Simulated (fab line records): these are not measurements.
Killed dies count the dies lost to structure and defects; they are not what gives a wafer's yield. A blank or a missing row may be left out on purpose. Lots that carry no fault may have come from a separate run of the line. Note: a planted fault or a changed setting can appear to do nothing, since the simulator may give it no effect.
Lot-split experiment ; flow n5-finfet ; on a route of 1938 steps: 7 lots, 21 wafers read

## SPLIT DETAILS
At N5_BEOL_M0_SAQP_MANDREL_ETCH_20 (etches a-Si in HBr/Cl2, stops on SiNx, target depth 60 nm, bt time 10 s, time 30 s), the setting bias-w was moved away from the recipe's 75 W on 4 of the 21 wafers read, by -15.6% to +7.7%. All remaining wafers had this setting at the recipe value.

## FROM THE SPLIT TO THE READING: what the file shows between them, 3 steps
- N5_BEOL_M0_SAQP_STRIP_86: strips in N2/H2
- N5_BEOL_M0_SAQP_STRIP_115: strips in post etch residue remover, time 60 s
- N5_BEOL_M0_SAQP_SRD_93: time 30 s

## THE READING
SiNx_of_BEOL_M0_SAQP_PECVD_97.thk-nm (the simulator's own value, which no gauge read), in nm, at N5_BEOL_M0_SAQP_RECESS_114 (chemistry HF/NH3, target SiO2, target depth 14.4 nm, afs cycles 3, sublimation time 60 s). There is no usual value for it anywhere in the file. The 17 wafers here that ran the recipe average 15.5 nm, standard deviation 0.36 nm.

wafer;tool, chamber at the split;bias-w as run, W;against the recipe;SiNx_of_BEOL_M0_SAQP_PECVD_97.thk-nm, nm;against lot-mates on the recipe
L075.1;rie-si-03, 2;75;recipe;15.4;-
L075.5;rie-si-03, 3,0;75;recipe;15.8;-
L075.6;rie-si-03, 3,0;75;recipe;16;-
L083.2;rie-si-05, 0;75;recipe;15.6;-
L083.5;rie-si-05, 2;64.96;-13.4%;16.4;+0.8
L083.6;rie-si-05, 1;64.96;-13.4%;16.6;+1.0
L086.2;rie-si-05, 1;75;recipe;15.4;-
L086.3;rie-si-05, 3;75;recipe;15.4;-
L086.4;rie-si-05, 0;75;recipe;15.6;-
L087.1;rie-si-04, 1;75;recipe;15.4;-
L087.4;rie-si-04, 2;75;recipe;15.8;-
L087.6;rie-si-04, 3;63.27;-15.6%;16.8;+1.2
L090.1;rie-si-05, 1;80.78;+7.7%;14.6;-0.6
L090.4;rie-si-05, 3,1;75;recipe;15.2;-
L090.5;rie-si-05, 3,1;75;recipe;15.2;-
L091.2;rie-si-03, 3;75;recipe;15.6;-
L091.4;rie-si-03, 0;75;recipe;16;-
L091.6;rie-si-03, 3;75;recipe;15.8;-
L095.1;rie-si-04, 0,3;75;recipe;14.8;-
L095.3;rie-si-04, 0,3;75;recipe;14.8;-
L095.2;rie-si-04, 2;75;recipe;15;-
Where a row lists several chambers, the file gives one row for several wafers and doesn't say which wafer went through which chamber.

THE FIT
A straight line over all 21 wafers: SiNx_of_BEOL_M0_SAQP_PECVD_97.thk-nm changes by -0.0847 nm for each +1% of bias-w; r = -0.81; the points scatter about the line by 0.35 nm.
The same after taking each lot's own level away (the mean of its wafers on the recipe; 21 wafers): -0.0719 nm for each +1%; r = -0.94; scatter 0.15 nm.
On that fit, the largest move of bias-w shifts the reading by 1.1 nm.
The span of the lots' own levels, 14.87 to 15.80 nm, comes to 2.6 times the standard deviation stated above.
Hence the slope depends on the lot-to-lot level, as the two fits are not the same.
Check: for one of the wafers moved furthest among these (-15.6%), held out of the fit, the line's prediction against its lot-mates is +1.07 nm. Against them it came out at +1.2 nm.

## ADDITIONAL SPLITS CARRIED BY THESE WAFERS
These wafers also went through other splits before the reading. Each is held against what the fit with the lots' levels taken away leaves over:
other split on the same wafers;wafers away from the commonest value;r with SiNx_of_BEOL_M0_SAQP_PECVD_97.thk-nm (lot level and that fit taken away)
N5_SD_EPI_N_PEB_07 peb-temp-c;5;-0.36
N5_SD_EPI_N_ETCH_16 target-depth-a;6;-0.25
N5_SD_EPI_N_EPI_21 temp-c;8;-0.16
N5_SDB_ALD_29 ald-cycles;8;-0.27
N5_HKMG_FIN_ETCH_55 bias-w;13;+0.08
N5_MOL_CONTACT_COAG_CONTACT_ETCH_14 source-w;7;+0.03
N5_MOL_CONTACT_COAG_ETCH_67 source-w;7;+0.10

## THE WHOLE CHAIN: every reading that the file lists as answering this split, in the file's order
step;what it does;reading;change (the file's fit);r (the file's)
N5_BEOL_M0_SAQP_MANDREL_ETCH_20;etches a-Si in HBr/Cl2, stops on SiNx, target depth 60 nm, bt time 10 s, time 30 s;SiNx_of_BEOL_M0_SAQP_PECVD_97.thk-nm (the simulator's own value, which no gauge read);-0.0766 nm for each +1% of the setting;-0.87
N5_BEOL_M0_SAQP_RECESS_114;chemistry HF/NH3, target SiO2, target depth 14.4 nm, afs cycles 3, sublimation time 60 s;SiNx_of_BEOL_M0_SAQP_PECVD_97.thk-nm (the simulator's own value, which no gauge read);-0.0733 nm for each +1% of the setting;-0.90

## THE FILE'S OWN FIT
SiNx_of_BEOL_M0_SAQP_PECVD_97.thk-nm changes by -0.0733 nm for each +1% of bias-w, r = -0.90.
